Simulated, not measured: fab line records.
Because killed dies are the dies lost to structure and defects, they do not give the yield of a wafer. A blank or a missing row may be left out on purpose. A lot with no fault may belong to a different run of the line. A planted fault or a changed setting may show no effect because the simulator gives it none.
The tool behind it: which one? / flow n5Finfet / 12 lots, 36 wafers sampled, at 1 step of a route of 1938

== WHAT THE GAUGES READ, wafer by wafer ==
N5_FIN_SAQP_THK_MEAS_05.
lot=L075; measured=day 2 04:37; on=filmMetro-02; thkNm (nm)=37.9 38.5 38.7
lot=L077; measured=day 2 16:15; on=filmMetro-01; thkNm (nm)=39.4 38.9 38.4
lot=L079; measured=day 3 03:25; on=filmMetro-02; thkNm (nm)=38.3 38.3 38.2
lot=L081; measured=day 3 15:01; on=filmMetro-02; thkNm (nm)=37.6 39.3 38.8
lot=L083; measured=day 4 04:09; on=filmMetro-02; thkNm (nm)=37.6 38.1 38.2
lot=L085; measured=day 4 15:39; on=filmMetro-02; thkNm (nm)=38.2 38.7 38.4
lot=L087; measured=day 5 04:01; on=filmMetro-02; thkNm (nm)=38.3 38.7 38.8
lot=L089; measured=day 5 15:46; on=filmMetro-02; thkNm (nm)=37.2 38.1 38.1
lot=L091; measured=day 6 04:11; on=filmMetro-01; thkNm (nm)=37.9 38.2 39.0
lot=L093; measured=day 6 15:38; on=filmMetro-02; thkNm (nm)=38.1 37.7 37.9
lot=L095; measured=day 7 03:51; on=filmMetro-02; thkNm (nm)=38.2 38.7 38.0
lot=L097; measured=day 7 14:35; on=filmMetro-01; thkNm (nm)=38.2 37.7 38.3

== WHICH TOOL RAN EACH LOT (tool, then ch and the chambers of the sampled wafers, then the start) ==
No process step before these readings appears in the record.

== THE ANSWER, worked out from the rows above alone ==
Rule: usual is defined by the lots themselves. The widest of any qualifying gaps counts: lots, ordered by their means at a reading, are off when they make up no more than a third of the lots, leave a main group of 4 or more, and stand apart from it by 3 or more times the standard deviation of that group's means. The tables above print the reading to a certain number of digits; a main group whose means all agree to those digits is not used. Also off: a lot with no number at a reading for which 4 or more lots have one. All remaining lots with rows at the step are treated as sound.
Nothing can be told from this: no lot is off at any reading shown.

== WHAT THE SIMULATOR HAD PUT IN ==
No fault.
